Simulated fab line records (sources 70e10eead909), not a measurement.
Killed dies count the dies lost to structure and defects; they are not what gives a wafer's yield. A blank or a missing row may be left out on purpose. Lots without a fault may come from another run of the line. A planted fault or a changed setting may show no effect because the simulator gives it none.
Chamber matching -- flow nand_harc -- NHARC_A_CONTACT_ETCH_48 on rie_diel-09 has 3 sister chambers
The step etches the open film in CF4, target depth 39 nm, time 65 s. 14 wafers are shown with their chamber, then 4 later ones without.

== WAFERS PAIRED WITH THEIR CHAMBERS ==
wafer,chamber,drypump_motor_current_A (A),oes_product_au (a.u.),throttle_valve_pct (%)
L078.2,0,5.6,0.992,13.277
L078.3,1,6.5,1.002,13.281
L078.4,2,5.9,1.003,13.284
L080.3,2,5.9,0.993,13.273
L080.4,0,5.5,1.003,13.270
L080.5,2,5.9,0.993,13.281
L082.1,0,5.6,0.985,13.291
L082.2,1,6.4,1.001,13.260
L082.6,0,5.6,0.987,13.286
L083.1,0,5.5,1.001,13.292
L083.2,1,6.4,1.008,13.274
L083.6,0,5.6,0.999,13.288
L085.1,2,5.8,0.996,13.290
L085.2,0,5.5,0.994,13.295

SIGNATURES, as means of the wafers listed above
reading,chamber 0,chamber 1,chamber 2,scatter within a chamber
drypump_motor_current_A,5.557,6.433,5.875,0.0534
oes_product_au,0.99443,1.00367,0.99625,0.0059
throttle_valve_pct,13.28557,13.27167,13.28200,0.00884
Rule: for each reading, subtract the chamber's mean from the wafer's reading, divide by that reading's scatter and square the result; add these up over the readings and take the root, which gives the wafer's distance from the chamber. If the next closest chamber is less than 2 further off than the closest, the wafer can't be placed; otherwise it belongs to the closest. The scatter is the square root of a quotient: the sum, over the shown wafers, of each reading's squared deviation from its chamber's mean, divided by wafers minus chambers.

== WAFERS WHOSE CHAMBER IS MISSING ==
wafer,drypump_motor_current_A (A),oes_product_au (a.u.),throttle_valve_pct (%)
L087.2,5.8,0.992,13.275
L087.5,5.5,0.974,13.271
L094.2,6.4,1.009,13.291
L094.4,5.9,1.003,13.292

== WHICH CHAMBER EACH ONE RAN IN ==
wafer,from the rows above,in truth
L087.2,2,2
L087.5,0,0
L094.2,1,1
L094.4,2,2
Placed correctly: 4 of 4. From these rows, 0 cannot be placed. 0 placed wrongly.
